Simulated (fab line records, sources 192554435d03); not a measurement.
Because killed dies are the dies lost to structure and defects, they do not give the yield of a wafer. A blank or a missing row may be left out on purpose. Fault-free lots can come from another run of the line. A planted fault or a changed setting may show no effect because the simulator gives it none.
Code-filled problem report in 8D (eight disciplines) form | flow n5Finfet | the parts of the form that need people (team, actions taken, sign-off) are left out

== 1. THE PROBLEM ==
Wafers without a fault read 209.6 nm, standard deviation 1.1; cdNm at N5_BEOL_M13_CD_MEAS_28 reads a mean of 317.6 nm on 2 wafers belonging to 2 lots. Relative to the usual mean, that is a shift of +98 standard deviations.
The step: target cd 209.5 nm.
First seen on wafer L194.2, day 15 15:29, on cdSem-01. The record holds 42 wafers of 14 lots with a number at this step. The rule behind "out" and "out of limits": a value lying over 4 standard deviations away from the usual mean. The other wafers with a number count as sound.

== 2. WHAT IT IS, WHAT IT ISN'T ==
question                    | is                 | is not
which readings at this step | cdNm               | -
which lots                  | L194, L195         | L175, L176, L178, L179, L180, L181, L182, L183, L184, L185, L196, L197
which wafers of those lots  | L194.2, L195.5     | L194.4, L194.6, L195.4, L195.6
read on which gauges        | cdSem-01, cdSem-02 | cdSem-03
when                        | from day 15 15:29  | up to then (32 sound wafers); but 8 sound wafers of L195, L196, L197 came after

== 3. THE SUSPECTS, EACH WITH WHAT RULES IT OUT ==
Counting: a tool at a process step up to the reading stays a suspect if it ran every lot that is out. Sound lots after the first of them don't rule it out here, since some wafers of a struck lot are sound.
- ruled out: the gauge at N5_BEOL_M13_CD_MEAS_28. The wafers that are out were read on 2 gauges (cdSem-01, cdSem-02).
- krfScanner-01 at N5_BEOL_M13_EXPOSE_25 (exposes mask M13, target cd 210 nm): kept. It ran every lot that is out, first L194 (day 15 15:19); its last sound lot up to then is L184 (day 13 18:41).
Remaining after the count: krfScanner-01 at N5_BEOL_M13_EXPOSE_25.

== 4. THE CAUSE (what the simulator had put in) ==
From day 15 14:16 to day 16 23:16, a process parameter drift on krfScanner-01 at N5_BEOL_M13_EXPOSE_25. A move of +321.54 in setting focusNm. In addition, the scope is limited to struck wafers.
Only this tool survived the counting.

== 5. SEQUENCE OF EFFECTS, ordered by route ==
Each row: a reading where the mean over the struck wafers with a number is more than 3 standard deviations away from the usual. Scope: only readings with a usual standard deviation given in the record; hours: median across lots of the time from each lot's start at the first step in this table that gives one to its start at this step; sigmas: change in usual standard deviations.
hours | step                   | reading | usual    | on struck wafers | change | sigmas
0     | N5_BEOL_M13_CD_MEAS_28 | cdNm    | 209.6 nm | 317.6            | +108.0 | +98

== 6. HOW IT WOULD HAVE BEEN CAUGHT EARLIER ==
In this record the first reading out of limits at a measuring or inspecting step was taken at day 15 15:29, 1 hour after the fault began at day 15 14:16.
L195, from the lots that are out (2), started N5_BEOL_M13_EXPOSE_25 on krfScanner-01 later than day 15 15:29. Holding the tool at that time would have saved it.
